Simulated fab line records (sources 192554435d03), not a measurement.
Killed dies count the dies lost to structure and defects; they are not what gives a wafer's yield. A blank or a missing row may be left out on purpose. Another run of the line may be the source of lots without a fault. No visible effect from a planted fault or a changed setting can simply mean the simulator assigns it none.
Split-lot study / flow n5 finfet / 21 wafers read from 7 lots, route of 1938 steps

SPLIT DETAILS
At N5_BEOL_M10_COAT_22 (resist thk 90 nm), the setting spin rpm was moved away from the recipe's 1500 rpm on 6 of the 21 wafers read, by -3.5% to +9.2%. All remaining wafers had this setting at the recipe value.

FROM THE SPLIT TO THE READING: what the file shows between them, 4 steps
- N5_BEOL_M10_EBR_24
- N5_BEOL_M10_SOFTBAKE_23: time 60 s
- N5_BEOL_M10_EXPOSE_25: exposes mask V9
- N5_BEOL_M10_PEB_26: peb time 60 s

THE READING
CAR-ArF_of_BEOL_M10_COAT_22.thk nm (the simulator's own value, which no gauge read), in nm, at N5_BEOL_M10_DEVELOP_27 (develop time 30 s). No usual value for it is given in the file. Average 88.3 nm, standard deviation 0.5 nm, over the 15 wafers here run with the recipe.

wafer=L074.2; tool, chamber at the split=litho track-05, 0; spin rpm as run, rpm=1500; against the recipe=recipe; CAR-ArF_of_BEOL_M10_COAT_22.thk nm, nm=88.2; against lot-mates on the recipe=-
wafer=L074.3; tool, chamber at the split=litho track-05, 0; spin rpm as run, rpm=1500; against the recipe=recipe; CAR-ArF_of_BEOL_M10_COAT_22.thk nm, nm=88.2; against lot-mates on the recipe=-
wafer=L074.4; tool, chamber at the split=litho track-05, 0; spin rpm as run, rpm=1570; against the recipe=+4.7%; CAR-ArF_of_BEOL_M10_COAT_22.thk nm, nm=86; against lot-mates on the recipe=-2.2
wafer=L085.2; tool, chamber at the split=litho track-05, 0; spin rpm as run, rpm=1500; against the recipe=recipe; CAR-ArF_of_BEOL_M10_COAT_22.thk nm, nm=88.4; against lot-mates on the recipe=-
wafer=L085.3; tool, chamber at the split=litho track-05, 0; spin rpm as run, rpm=1545; against the recipe=+3.0%; CAR-ArF_of_BEOL_M10_COAT_22.thk nm, nm=87.2; against lot-mates on the recipe=-1.2
wafer=L085.4; tool, chamber at the split=litho track-05, 0; spin rpm as run, rpm=1545; against the recipe=+3.0%; CAR-ArF_of_BEOL_M10_COAT_22.thk nm, nm=87.4; against lot-mates on the recipe=-1.0
wafer=L086.1; tool, chamber at the split=litho track-03, 0; spin rpm as run, rpm=1448; against the recipe=-3.5%; CAR-ArF_of_BEOL_M10_COAT_22.thk nm, nm=90; against lot-mates on the recipe=+1.8
wafer=L086.4; tool, chamber at the split=litho track-03, 0; spin rpm as run, rpm=1500; against the recipe=recipe; CAR-ArF_of_BEOL_M10_COAT_22.thk nm, nm=88.2; against lot-mates on the recipe=-
wafer=L086.6; tool, chamber at the split=litho track-03, 0; spin rpm as run, rpm=1500; against the recipe=recipe; CAR-ArF_of_BEOL_M10_COAT_22.thk nm, nm=88.2; against lot-mates on the recipe=-
wafer=L088.3; tool, chamber at the split=litho track-05, 0; spin rpm as run, rpm=1638; against the recipe=+9.2%; CAR-ArF_of_BEOL_M10_COAT_22.thk nm, nm=84.4; against lot-mates on the recipe=-4.1
wafer=L088.4; tool, chamber at the split=litho track-05, 0; spin rpm as run, rpm=1500; against the recipe=recipe; CAR-ArF_of_BEOL_M10_COAT_22.thk nm, nm=88.4; against lot-mates on the recipe=-
wafer=L088.5; tool, chamber at the split=litho track-05, 0; spin rpm as run, rpm=1500; against the recipe=recipe; CAR-ArF_of_BEOL_M10_COAT_22.thk nm, nm=88.6; against lot-mates on the recipe=-
wafer=L092.3; tool, chamber at the split=litho track-01, 0; spin rpm as run, rpm=1500; against the recipe=recipe; CAR-ArF_of_BEOL_M10_COAT_22.thk nm, nm=88.6; against lot-mates on the recipe=-
wafer=L092.5; tool, chamber at the split=litho track-01, 0; spin rpm as run, rpm=1545; against the recipe=+3.0%; CAR-ArF_of_BEOL_M10_COAT_22.thk nm, nm=86.8; against lot-mates on the recipe=-1.9
wafer=L092.6; tool, chamber at the split=litho track-01, 0; spin rpm as run, rpm=1500; against the recipe=recipe; CAR-ArF_of_BEOL_M10_COAT_22.thk nm, nm=88.8; against lot-mates on the recipe=-
wafer=L091.1; tool, chamber at the split=litho track-05, 0; spin rpm as run, rpm=1500; against the recipe=recipe; CAR-ArF_of_BEOL_M10_COAT_22.thk nm, nm=89; against lot-mates on the recipe=-
wafer=L091.4; tool, chamber at the split=litho track-05, 0; spin rpm as run, rpm=1500; against the recipe=recipe; CAR-ArF_of_BEOL_M10_COAT_22.thk nm, nm=89; against lot-mates on the recipe=-
wafer=L091.5; tool, chamber at the split=litho track-05, 0; spin rpm as run, rpm=1500; against the recipe=recipe; CAR-ArF_of_BEOL_M10_COAT_22.thk nm, nm=89; against lot-mates on the recipe=-
wafer=L095.2; tool, chamber at the split=litho track-03, 0; spin rpm as run, rpm=1500; against the recipe=recipe; CAR-ArF_of_BEOL_M10_COAT_22.thk nm, nm=87.6; against lot-mates on the recipe=-
wafer=L095.3; tool, chamber at the split=litho track-03, 0; spin rpm as run, rpm=1500; against the recipe=recipe; CAR-ArF_of_BEOL_M10_COAT_22.thk nm, nm=87.6; against lot-mates on the recipe=-
wafer=L095.5; tool, chamber at the split=litho track-03, 0; spin rpm as run, rpm=1500; against the recipe=recipe; CAR-ArF_of_BEOL_M10_COAT_22.thk nm, nm=87.4; against lot-mates on the recipe=-

FIT RESULTS
A straight line over all 21 wafers: CAR-ArF_of_BEOL_M10_COAT_22.thk nm changes by -0.441 nm for each +1% of spin rpm; r = -0.93; the points scatter about the line by 0.46 nm.
The same after taking each lot's own level away (the mean of its wafers on the recipe; 21 wafers): -0.459 nm for each +1%; r = -0.99; scatter 0.17 nm.
Per that fit: largest spin rpm move, reading shift of 4.2 nm.
The lots' own levels span 87.53 to 89.00 nm, that is 2.9 times the standard deviation above.
Hence the lot-to-lot level has little effect on the slope; both slopes agree.
Check: for one of the wafers moved furthest among these (+9.2%), held out of the fit, the line's prediction against its lot-mates is -4.37 nm. It came out at -4.1 nm against them.

THE OTHER SPLITS THESE WAFERS WENT THROUGH
Note: prior to the reading, these wafers also went through further splits. Each is held against what the fit with the lots' levels taken away leaves over:
other split on the same wafers=N5_BEOL_M8_ETCH_62 time s; wafers away from the commonest value=7; r with CAR-ArF_of_BEOL_M10_COAT_22.thk nm (lot level and that fit taken away)=-0.03
other split on the same wafers=N5_BEOL_M9_DESCUM_16 time s; wafers away from the commonest value=8; r with CAR-ArF_of_BEOL_M10_COAT_22.thk nm (lot level and that fit taken away)=-0.34
other split on the same wafers=N5_BEOL_M10_COAT_63 spin rpm; wafers away from the commonest value=5; r with CAR-ArF_of_BEOL_M10_COAT_22.thk nm (lot level and that fit taken away)=+0.04

THE WHOLE CHAIN: every reading that the file lists as answering this split, in the file's order
step=N5_BEOL_M10_COAT_22; what it does=resist thk 90 nm; reading=CAR-ArF_of_BEOL_M10_COAT_22.thk nm (the simulator's own value, which no gauge read); change (the file's fit)=-0.451 nm for each +1% of the setting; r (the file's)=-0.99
step=N5_BEOL_M10_DEVELOP_27; what it does=develop time 30 s; reading=CAR-ArF_of_BEOL_M10_COAT_22.thk nm (the simulator's own value, which no gauge read); change (the file's fit)=-0.463 nm for each +1% of the setting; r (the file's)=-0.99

THE FILE'S OWN FIT
CAR-ArF_of_BEOL_M10_COAT_22.thk nm changes by -0.463 nm for each +1% of spin rpm, r = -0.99.
